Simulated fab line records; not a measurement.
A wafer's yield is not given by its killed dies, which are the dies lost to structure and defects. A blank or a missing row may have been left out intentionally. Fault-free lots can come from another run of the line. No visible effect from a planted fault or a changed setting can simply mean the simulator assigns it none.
Matching of chambers + flow nand harc + NHARC_A_STAIRCASE_CMP_472 on cmp-03 has 4 sister chambers
The step polishes SiO2. 14 wafers are shown with their chamber, then 6 later ones without.

WAFERS PAIRED WITH THEIR CHAMBERS
| wafer  | chamber | motor current A (A) | pad life wafers |
|--------|---------|---------------------|-----------------|
| L074.1 | 0       | 13.5                | 302             |
| L074.2 | 2       | 11.4                | 300             |
| L075.2 | 3       | 11.3                | 378             |
| L075.4 | 1       | 10.8                | 380             |
| L079.1 | 0       | 13.2                | 48              |
| L079.3 | 2       | 11.4                | 50              |
| L079.4 | 1       | 10.3                | 49              |
| L080.3 | 2       | 11.5                | 109             |
| L082.3 | 0       | 14.2                | 188             |
| L082.4 | 3       | 10.5                | 187             |
| L084.2 | 3       | 10.9                | 313             |
| L084.4 | 0       | 14.1                | 314             |
| L085.4 | 2       | 11.8                | 332             |
| L088.1 | 3       | 10.5                | 98              |

SIGNATURES (averages over the wafers above)
| reading         | chamber 0 | chamber 1 | chamber 2 | chamber 3 | scatter within a chamber |
|-----------------|-----------|-----------|-----------|-----------|--------------------------|
| motor current A | 13.750    | 10.550    | 11.525    | 10.800    | 0.369                    |
| pad life wafers | 213.00    | 214.50    | 197.75    | 244.00    | 144                      |
Rule: for each reading, subtract the chamber's mean from the wafer's reading, divide by that reading's scatter and square the result; add these up over the readings and take the root, which gives the wafer's distance from the chamber. If the next closest chamber is less than 2 further off than the closest, the wafer can't be placed; otherwise it belongs to the closest. The scatter is the square root of a quotient: the sum, over the shown wafers, of each reading's squared deviation from its chamber's mean, divided by wafers minus chambers.

WAFERS WITHOUT THEIR CHAMBER
| wafer  | motor current A (A) | pad life wafers |
|--------|---------------------|-----------------|
| L088.4 | 10.4                | 96              |
| L094.1 | 10.2                | 330             |
| L094.2 | 13.7                | 331             |
| L095.2 | 9.9                 | 373             |
| L095.3 | 11.8                | 372             |
| L096.3 | 13.8                | 38              |

EACH ONE'S CHAMBER
| wafer  | from the rows above     | in truth |
|--------|-------------------------|----------|
| L088.4 | can't be placed: 1 or 3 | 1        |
| L094.1 | can't be placed: 1 or 3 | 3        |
| L094.2 | 0                       | 0        |
| L095.2 | can't be placed: 1 or 3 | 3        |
| L095.3 | can't be placed: 2 or 3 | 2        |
| L096.3 | 0                       | 0        |
Correctly placed: 2 of 6. Cannot be placed on the basis of these rows: 4; the candidates contain the true chamber in 4. Wrongly placed: 0.
